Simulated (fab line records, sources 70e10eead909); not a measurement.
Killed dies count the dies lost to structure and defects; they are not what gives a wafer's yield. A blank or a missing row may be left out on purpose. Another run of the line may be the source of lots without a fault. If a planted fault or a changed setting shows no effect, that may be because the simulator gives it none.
Which tool is to blame? ; flow nandHarc ; 72 wafers from 24 lots sampled at 6 of the route's 1302 steps

WHAT THE GAUGES READ, wafer by wafer
The record lacks any reading of a measuring or inspecting step that a usual standard deviation could be used to judge.

WHICH TOOL RAN EACH LOT (tool, then ch and the chambers of the sampled wafers, then the start)
lot;NHARC_A_STAIRCASE_CMP_152;NHARC_A_SGD_CUT_CMP_21;NHARC_A_SLIT_ETCH_17;NHARC_A_SLIT_ETCH_26;NHARC_A_WL_FILL_CVD_20;NHARC_A_CONTACT_DEP_29
L075;cmp-04 ch 0,1,3, day 19 16:43;cmp-01 ch 1,2,3, day 20 02:20;harEtch-02 ch 0,1, day 20 11:53;harEtch-02 ch 0,1, day 20 14:58;cvdW-01 ch 0,1, day 22 01:39 or earlier;pecvd-03 ch 0,1,2, day 22 01:39
L077;cmp-04 ch 0,1, day 20 01:13;cmp-02 ch 0,3, day 20 10:01;harEtch-01 ch 0,1, day 20 17:38;harEtch-01 ch 0,1, day 20 20:41;cvdW-02 ch 0,1, day 22 06:57 or earlier;pecvd-04 ch 0,1,2, day 22 06:57
L074;cmp-02 ch 1,2, day 20 01:27;cmp-04 ch 0,1, day 20 09:59;harEtch-02 ch 0,1, day 20 19:22;harEtch-02 ch 0,1, day 20 21:15;cvdW-01 ch 0,1, day 22 06:42 or earlier;pecvd-03 ch 0,1,2, day 22 06:42
L076;cmp-04 ch 0,1,3, day 20 02:19;cmp-01 ch 2,3, day 20 09:59;harEtch-01 ch 0,1, day 20 20:50;harEtch-01 ch 0,1, day 21 00:26;cvdW-01 ch 1, day 22 08:53 or earlier;pecvd-03 ch 0,1,2, day 22 08:53
L079;cmp-03 ch 1,2, day 20 16:00;cmp-04 ch 0,2, day 21 00:29;harEtch-01 ch 1, day 21 08:58;harEtch-01 ch 1, day 21 12:37;cvdW-01 ch 0,1, day 22 23:15 or earlier;pecvd-03 ch 0,1, day 22 23:15
L078;cmp-02 ch 0,2,3, day 20 16:18;cmp-02 ch 0,1,2, day 21 00:29;harEtch-02 ch 0,1, day 21 10:28;harEtch-02 ch 0,1, day 21 13:31;cvdW-02 ch 0,1, day 22 22:45 or earlier;pecvd-02 ch 0,2, day 22 22:45
L080;cmp-02 ch 0,1, day 21 10:59;cmp-04 ch 0,1,3, day 21 21:53;harEtch-01 ch 0,1, day 22 06:54;harEtch-01 ch 0,1, day 22 08:47;cvdW-02 ch 0,1, day 23 19:19 or earlier;pecvd-03 ch 0,1,2, day 23 19:19
L081;cmp-03 ch 1,3, day 22 10:04;cmp-02 ch 0,1, day 22 18:32;harEtch-01 ch 0,1, day 23 08:04;harEtch-01 ch 0,1, day 23 10:34;cvdW-01 ch 0,1, day 24 17:26 or earlier;pecvd-03 ch 0,2, day 24 17:26
L082;cmp-03 ch 0,3, day 23 00:09;cmp-01 ch 0,2,3, day 23 09:38;harEtch-02 ch 0,1, day 23 18:32;harEtch-02 ch 0,1, day 23 21:35;cvdW-01 ch 0,1, day 25 03:39 or earlier;pecvd-03 ch 0,1,2, day 25 03:39
L083;cmp-04 ch 2,3, day 23 00:35;cmp-04 ch 1,2,3, day 23 09:38;harEtch-01 ch 0,1, day 23 16:38;harEtch-01 ch 0,1, day 23 20:16;cvdW-02 ch 0,1, day 25 03:42 or earlier;pecvd-02 ch 0,1, day 25 03:42
L085;cmp-04 ch 0,1,3, day 23 14:38;cmp-01 ch 0,1, day 23 23:34;harEtch-01 ch 0, day 24 10:02;harEtch-01 ch 0, day 24 15:00;cvdW-01 ch 0,1, day 26 01:57 or earlier;pecvd-03 ch 0,1, day 26 01:57
L084;cmp-03 ch 0,1,2, day 23 15:14;cmp-02 ch 0,3, day 23 23:32;harEtch-02 ch 0,1, day 24 10:47;harEtch-02 ch 0,1, day 24 14:23;cvdW-02 ch 0,1, day 26 01:08 or earlier;pecvd-03 ch 0,1,2, day 26 01:08
L086;cmp-03 ch 1,2,3, day 23 17:42;cmp-04 ch 0,2,3, day 23 23:32;harEtch-02 ch 0,1, day 24 06:44;harEtch-02 ch 0,1, day 24 10:20;cvdW-02 ch 0, day 25 20:53 or earlier;pecvd-03 ch 0,2, day 25 20:53
L087;cmp-02 ch 1,2, day 24 23:47;cmp-04 ch 0,1,2, day 25 09:33;harEtch-01 ch 0,1, day 25 16:50;harEtch-01 ch 0,1, day 25 20:32;cvdW-02 ch 0,1, day 27 07:19 or earlier;pecvd-02 ch 1,2, day 27 07:19
L088;cmp-04 ch 0,1,3, day 25 17:41;cmp-01 ch 0,1,3, day 26 02:26;harEtch-02 ch 0,1, day 26 16:39;harEtch-02 ch 0,1, day 26 20:16;cvdW-02 ch 0,1, day 28 04:07 or earlier;pecvd-02 ch 0,1,2, day 28 04:07
L089;cmp-02 ch 0,1,2, day 25 17:58;cmp-02 ch 1,2,3, day 26 02:26;harEtch-01 ch 0,1, day 26 12:56;harEtch-01 ch 0,1, day 26 16:34;cvdW-01 ch 0,1, day 27 23:53 or earlier;pecvd-04 ch 1,2, day 27 23:53
L090;cmp-03 ch 1,2,3, day 25 20:34;cmp-02 ch 0,1,3, day 26 05:54;harEtch-01 ch 0,1, day 26 20:26;harEtch-01 ch 0,1, day 27 00:05;cvdW-01 ch 0,1, day 28 08:17 or earlier;pecvd-04 ch 0,2, day 28 08:17
L094;cmp-03 ch 0,2,3, day 26 19:37;cmp-01 ch 0,1,3, day 27 05:55;harEtch-01 ch 0,1, day 27 17:50;harEtch-01 ch 0,1, day 27 20:20;cvdW-02 ch 1, day 29 01:17 or earlier;pecvd-03 ch 0,1, day 29 01:17
L093;cmp-04 ch 0,1,2, day 26 19:55;cmp-01 ch 1,3, day 27 05:43;harEtch-02 ch 0,1, day 27 13:25;harEtch-02 ch 0,1, day 27 17:06;cvdW-01 ch 0,1, day 29 00:54 or earlier;pecvd-02 ch 0,1, day 29 00:54
L092;cmp-03 ch 0,1,2, day 26 20:35;cmp-04 ch 1,2,3, day 27 05:43;harEtch-01 ch 0,1, day 27 13:25;harEtch-01 ch 0,1, day 27 16:27;cvdW-01 ch 0,1, day 29 06:58 or earlier;pecvd-03 ch 0,1,2, day 29 06:58
L091;cmp-04 ch 1,2,3, day 26 22:31;cmp-04 ch 0,1,2, day 27 05:55;harEtch-01 ch 0,1, day 27 21:40;harEtch-01 ch 0,1, day 28 00:10;cvdW-02 ch 0,1, day 29 10:55 or earlier;pecvd-02 ch 0,2, day 29 10:55
L095;cmp-03 ch 0,1, day 27 23:54;cmp-02 ch 2,3, day 28 09:21;harEtch-02 ch 0,1, day 28 21:41;harEtch-02 ch 0,1, day 28 23:35;cvdW-02 ch 0,1, day 30 07:10 or earlier;pecvd-02 ch 0,1,2, day 30 07:10
L096;cmp-02 ch 2,3, day 29 00:06;cmp-01 ch 1,3, day 29 08:49;harEtch-01 ch 0,1, day 29 21:34;harEtch-01 ch 0,1, day 30 00:04;cvdW-02 ch 1, day 31 07:22 or earlier;pecvd-02 ch 0,1, day 31 07:22
L097;cmp-04 ch 0,1, day 29 01:48;cmp-04 ch 1,2,3, day 29 08:47;harEtch-01 ch 0, day 29 16:32;harEtch-01 ch 0, day 29 20:09;cvdW-02 ch 0,1, day 31 04:05 or earlier;pecvd-03 ch 1,2, day 31 04:05
- NHARC_A_STAIRCASE_CMP_152: polishes.
- NHARC_A_SGD_CUT_CMP_21: polishes, target thk 148.19 nm.
- NHARC_A_SLIT_ETCH_17: etches the open film in C4F8/O2/Ar, time 4254.5 s, target depth 20300 nm.
- NHARC_A_SLIT_ETCH_26: etches the open film in C4F8/O2/Ar, time 90 s, target depth 400 nm.
- NHARC_A_WL_FILL_CVD_20: deposits W, target thk 100 nm, time 74 s.
- NHARC_A_CONTACT_DEP_29: deposits SiON, target thk 100 nm.

WHAT THE TOOLS THEMSELVES READ (means of the sampled wafers that have a number; where no wafer has one, the mark that the record gives instead)
NHARC_A_STAIRCASE_CMP_152.
lot;tool;motorCurrentA (A);slurryFilterDpKPa (kPa)
L075;cmp-04;11.1;13.57
L077;cmp-04;10.6;13.53
L074;cmp-02;10.8;13.57
L076;cmp-04;11.1;13.52
L079;cmp-03;12.7;13.52
L078;cmp-02;12.2;13.32
L080;cmp-02;12.5;13.46
L081;cmp-03;12.4;13.42
L082;cmp-03;11.8;13.53
L083;cmp-04;12.4;13.39
L085;cmp-04;11.4;13.54
L084;cmp-03;11.9;13.50
L086;cmp-03;12.4;13.57
L087;cmp-02;11.2;13.54
L088;cmp-04;11.1;13.53
L089;cmp-02;11.6;13.54
L090;cmp-03;12.0;13.57
L094;cmp-03;11.2;13.56
L093;cmp-04;11.8;13.55
L092;cmp-03;12.1;13.48
L091;cmp-04;11.6;13.54
L095;cmp-03;12.0;13.47
L096;cmp-02;11.3;13.46
L097;cmp-04;11.4;13.51

NHARC_A_SGD_CUT_CMP_21.
lot;tool;motorCurrentA (A);slurryFilterDpKPa (kPa);timeToEndpointS (s)
L075;cmp-01;11.6;13.52;51.4
L077;cmp-02;12.9;13.45;51.7
L074;cmp-04;11.2;13.52;49.3
L076;cmp-01;12.4;13.42;48.5
L079;cmp-04;12.1;13.52;53.7
L078;cmp-02;11.5;13.46;46.1
L080;cmp-04;11.1;13.60;48.0
L081;cmp-02;12.6;13.63;50.6
L082;cmp-01;12.5;13.55;52.6
L083;cmp-04;11.8;13.60;54.2
L085;cmp-01;11.4;13.56;58.9
L084;cmp-02;12.4;13.46;51.0
L086;cmp-04;11.8;13.43;51.7
L087;cmp-04;11.8;13.45;50.8
L088;cmp-01;11.7;13.59;52.6
L089;cmp-02;11.3;13.43;52.4
L090;cmp-02;12.7;13.47;50.0
L094;cmp-01;11.4;13.34;53.2
L093;cmp-01;11.3;13.44;53.7
L092;cmp-04;11.5;13.46;53.6
L091;cmp-04;11.3;13.48;49.7
L095;cmp-02;12.1;13.46;52.3
L096;cmp-01;11.5;13.46;52.7
L097;cmp-04;11.7;13.56;49.8

NHARC_A_SLIT_ETCH_17.
lot;tool;drypumpMotorCurrentA (A);mfcArSccm (sccm);showerheadPlenumPTorr (Torr);throttleValvePct (%)
L075;harEtch-02;5.4;375.3;3.69;32.050
L077;harEtch-01;5.3;375.5;3.55;32.040
L074;harEtch-02;5.9;374.7;3.70;32.036
L076;harEtch-01;5.2;375.1;3.55;32.047
L079;harEtch-01;5.0;375.5;3.53;32.041
L078;harEtch-02;5.9;375.2;3.69;32.052
L080;harEtch-01;5.6;374.2;3.53;32.054
L081;harEtch-01;5.6;374.7;3.53;32.058
L082;harEtch-02;5.4;375.5;3.67;32.042
L083;harEtch-01;5.3;374.5;3.52;32.043
L085;harEtch-01;5.9;375.5;3.53;32.043
L084;harEtch-02;5.4;374.5;3.66;32.043
L086;harEtch-02;5.4;375.2;3.66;32.038
L087;harEtch-01;5.6;374.4;3.52;32.051
L088;harEtch-02;5.9;375.6;3.65;32.038
L089;harEtch-01;5.6;374.4;3.51;32.045
L090;harEtch-01;5.3;373.7;3.50;32.036
L094;harEtch-01;5.6;375.0;3.50;32.048
L093;harEtch-02;5.4;376.4;3.64;32.041
L092;harEtch-01;5.3;375.8;3.50;32.045
L091;harEtch-01;5.6;376.1;3.50;32.048
L095;harEtch-02;5.4;376.1;3.62;32.044
L096;harEtch-01;5.3;374.0;3.48;32.054
L097;harEtch-01;5.9;374.6;3.49;32.050

NHARC_A_SLIT_ETCH_26.
lot;tool;biasV (V);drypumpMotorCurrentA (A);mfcArSccm (sccm);showerheadPlenumPTorr (Torr);throttleValvePct (%)
L075;harEtch-02;402;5.4;376.3;3.72;27.619
L077;harEtch-01;403;5.3;374.8;3.57;27.621
L074;harEtch-02;400;5.9;376.2;3.73;27.616
L076;harEtch-01;401;5.3;375.5;3.57;27.617
L079;harEtch-01;404;5.0;374.6;3.56;27.619
L078;harEtch-02;395;5.9;374.6;3.72;27.621
L080;harEtch-01;396;5.6;374.6;3.56;27.622
L081;harEtch-01;405;5.6;374.1;3.55;27.615
L082;harEtch-02;400;5.4;375.3;3.70;27.622
L083;harEtch-01;400;5.3;373.9;3.55;27.615
L085;harEtch-01;405;5.9;374.5;3.55;27.613
L084;harEtch-02;406;5.4;374.7;3.69;27.619
L086;harEtch-02;398;5.4;374.0;3.69;27.626
L087;harEtch-01;400;5.6;374.2;3.54;27.623
L088;harEtch-02;400;5.8;374.8;3.68;27.624
L089;harEtch-01;399;5.6;375.1;3.54;27.620
L090;harEtch-01;400;5.2;374.4;3.53;27.617
L094;harEtch-01;402;5.6;374.1;3.53;27.622
L093;harEtch-02;399;5.4;376.0;3.67;27.620
L092;harEtch-01;399;5.3;374.9;3.52;27.628
L091;harEtch-01;404;5.6;374.5;3.53;27.617
L095;harEtch-02;399;5.4;374.3;3.65;27.624
L096;harEtch-01;404;5.3;375.0;3.51;27.617
L097;harEtch-01;400;5.9;375.0;3.52;27.614

NHARC_A_WL_FILL_CVD_20.
lot;tool;heaterPowerW (W);mfcArSccm (sccm);throttleValvePct (%)
L075;cvdW-01;833;1559;8.02
L077;cvdW-02;774;1559;7.93
L074;cvdW-01;782;1558;8.38
L076;cvdW-01;862;1558;8.07
L079;cvdW-01;823;1566;8.17
L078;cvdW-02;776;1554;8.09
L080;cvdW-02;773;1563;8.18
L081;cvdW-01;821;1560;8.02
L082;cvdW-01;806;1561;8.18
L083;cvdW-02;774;1558;8.09
L085;cvdW-01;767;1562;8.31
L084;cvdW-02;777;1561;8.16
L086;cvdW-02;762;1566;8.16
L087;cvdW-02;787;1560;8.09
L088;cvdW-02;783;1552;8.07
L089;cvdW-01;815;1565;8.12
L090;cvdW-01;813;1563;8.00
L094;cvdW-02;785;1557;8.05
L093;cvdW-01;766;1558;8.26
L092;cvdW-01;826;1561;8.14
L091;cvdW-02;774;1562;8.15
L095;cvdW-02;761;1565;8.14
L096;cvdW-02;777;1554;8.20
L097;cvdW-02;776;1559;8.11

NHARC_A_CONTACT_DEP_29.
lot;tool;heaterPowerW (W)
L075;pecvd-03;736
L077;pecvd-04;721
L074;pecvd-03;689
L076;pecvd-03;684
L079;pecvd-03;713
L078;pecvd-02;723
L080;pecvd-03;726
L081;pecvd-03;696
L082;pecvd-03;682
L083;pecvd-02;653
L085;pecvd-03;631
L084;pecvd-03;673
L086;pecvd-03;685
L087;pecvd-02;703
L088;pecvd-02;722
L089;pecvd-04;725
L090;pecvd-04;785
L094;pecvd-03;708
L093;pecvd-02;643
L092;pecvd-03;683
L091;pecvd-02;717
L095;pecvd-02;732
L096;pecvd-02;624
L097;pecvd-03;706

THE ANSWER, worked out from the rows above alone
Rule: the usual values come from the lots themselves. Put in order of their means at a reading, lots are off if they are a third of the lots or fewer, leave a main group of 4 or more, and stand apart from it by a gap of 3 or more times the standard deviation of the main group's means; of several such gaps the widest counts. The tables above print the reading to a certain number of digits; a main group whose means all agree to those digits is not used. Also off: a lot with no number at a reading for which 4 or more lots have one. Where the step has rows for the other lots, those lots are counted as sound. Order of review: gauges by route order, followed by the tools' own readings, for which a lot's mean as printed above is used. At the first step where some lot is off, the reading lying furthest off is the one used; lots without a number count as furthest.
None of the lots is off at any reading shown; this tells nothing.

WHAT HAD BEEN PUT IN BY THE SIMULATOR
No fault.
